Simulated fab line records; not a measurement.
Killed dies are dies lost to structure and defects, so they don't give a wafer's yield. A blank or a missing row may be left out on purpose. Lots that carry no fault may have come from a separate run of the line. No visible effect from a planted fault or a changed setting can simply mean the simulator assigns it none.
Split-lot trial ; flow n5 finfet ; 39 wafers read from 7 lots, route of 1938 steps

## ABOUT THE SPLIT
At N5_FIN_SAQP_MANDREL_ETCH_22 (etches a-Si in HBr/Cl2, stops on SiNx, target depth 60 nm, bt time 10 s, time 30 s), the setting target depth a was moved away from the recipe's 600 angstrom on 18 of the 39 wafers read, by -12.0% to +11.1%. All remaining wafers had this setting at the recipe value.

The reading is taken at the split's own step.

## THE READING
SOC_of_FIN_SAQP_COAT_49.thk nm (the simulator's own value, which no gauge read), in nm, at N5_FIN_SAQP_MANDREL_ETCH_22 (etches a-Si in HBr/Cl2, stops on SiNx, target depth 60 nm, bt time 10 s, time 30 s). No usual value for it is given in the file. Average 76.00 nm, standard deviation 0.36 nm, over the 21 wafers here run with the recipe.

wafer;tool, chamber at the split;target depth a as run, angstrom;against the recipe;SOC_of_FIN_SAQP_COAT_49.thk nm, nm;against lot-mates on the recipe
L074.1;rie si-05, 0;541.1;-9.8%;77.98;+2.32
L074.2;rie si-05, 3;600;recipe;75.6;-
L074.3;rie si-05, 1;600;recipe;75.66;-
L074.4;rie si-05, 0;600;recipe;75.71;-
L074.5;rie si-05, 1;541.1;-9.8%;78.09;+2.43
L074.6;rie si-05, 3;541.1;-9.8%;78.41;+2.75
L078.3;rie si-03, 0;600;recipe;75.94;-
L078.4;rie si-03, 3;600;recipe;75.82;-
L078.5;rie si-03, 1;600;recipe;76.41;-
L079.1;rie si-06, 3;600;recipe;76.12;-
L079.2;rie si-06, 0;623.6;+3.9%;75.08;-0.79
L079.3;rie si-06, 2;623.6;+3.9%;75.07;-0.80
L079.4;rie si-06, 1;623.6;+3.9%;74.96;-0.91
L079.5;rie si-06, 3;600;recipe;75.62;-
L079.6;rie si-06, 0;600;recipe;75.88;-
L090.1;rie si-05, 3;666.7;+11.1%;72.62;-3.06
L090.2;rie si-05, 0;600;recipe;75.68;-
L090.3;rie si-05, 2;666.7;+11.1%;72.95;-2.73
L090.4;rie si-05, 1;600;recipe;75.62;-
L090.5;rie si-05, 3;600;recipe;75.75;-
L090.6;rie si-05, 2;666.7;+11.1%;72.86;-2.82
L091.1;rie si-06, 1;600;recipe;76.17;-
L091.2;rie si-06, 2;600;recipe;76.1;-
L091.3;rie si-06, 3;565.7;-5.7%;77.77;+1.71
L091.4;rie si-06, 0;565.7;-5.7%;77.4;+1.34
L091.5;rie si-06, 0;565.7;-5.7%;77.31;+1.25
L091.6;rie si-06, 3;600;recipe;75.92;-
L093.1;rie si-03, 3;600;recipe;76.89;-
L093.2;rie si-03, 0;528.1;-12.0%;79.64;+2.92
L093.3;rie si-03, 2;528.1;-12.0%;79.4;+2.68
L093.4;rie si-03, 3;600;recipe;76.66;-
L093.5;rie si-03, 0;600;recipe;76.61;-
L093.6;rie si-03, 2;528.1;-12.0%;78.77;+2.05
L096.1;rie si-06, 3;623.9;+4.0%;75.38;-0.59
L096.2;rie si-06, 1;600;recipe;75.89;-
L096.3;rie si-06, 2;600;recipe;76.14;-
L096.4;rie si-06, 0;600;recipe;75.87;-
L096.5;rie si-06, 1;623.9;+4.0%;75.44;-0.53
L096.6;rie si-06, 2;623.9;+4.0%;75.01;-0.96

FIT RESULTS
A straight line over all 39 wafers: SOC_of_FIN_SAQP_COAT_49.thk nm changes by -0.26 nm for each +1% of target depth a; r = -0.97; the points scatter about the line by 0.35 nm.
The same after taking each lot's own level away (the mean of its wafers on the recipe; 39 wafers): -0.237 nm for each +1%; r = -0.99; scatter 0.23 nm.
The reading moves by 2.8 nm for the largest change in target depth a, on that fit.
From 75.657 to 76.720 nm: that is the span of the lots' own levels, equal to 2.9 times the standard deviation above.
So the lot-to-lot level changes the slope little: the two slopes agree.
Check: for one of the wafers moved furthest among these (-12.0%), held out of the fit, the line's prediction against its lot-mates is +2.83 nm. It came out at +2.92 nm against them.

## ADDITIONAL SPLITS CARRIED BY THESE WAFERS
Other splits were also applied to these wafers ahead of the reading. Each is held against what the fit with the lots' levels taken away leaves over:
other split on the same wafers;wafers away from the commonest value;r with SOC_of_FIN_SAQP_COAT_49.thk nm (lot level and that fit taken away)
N5_PMOS_HMC_CHANNEL_EPI_EPI_20 pressure torr;30;+0.24

## FILE'S OWN FIT
SOC_of_FIN_SAQP_COAT_49.thk nm changes by -0.237 nm for each +1% of target depth a, r = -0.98.
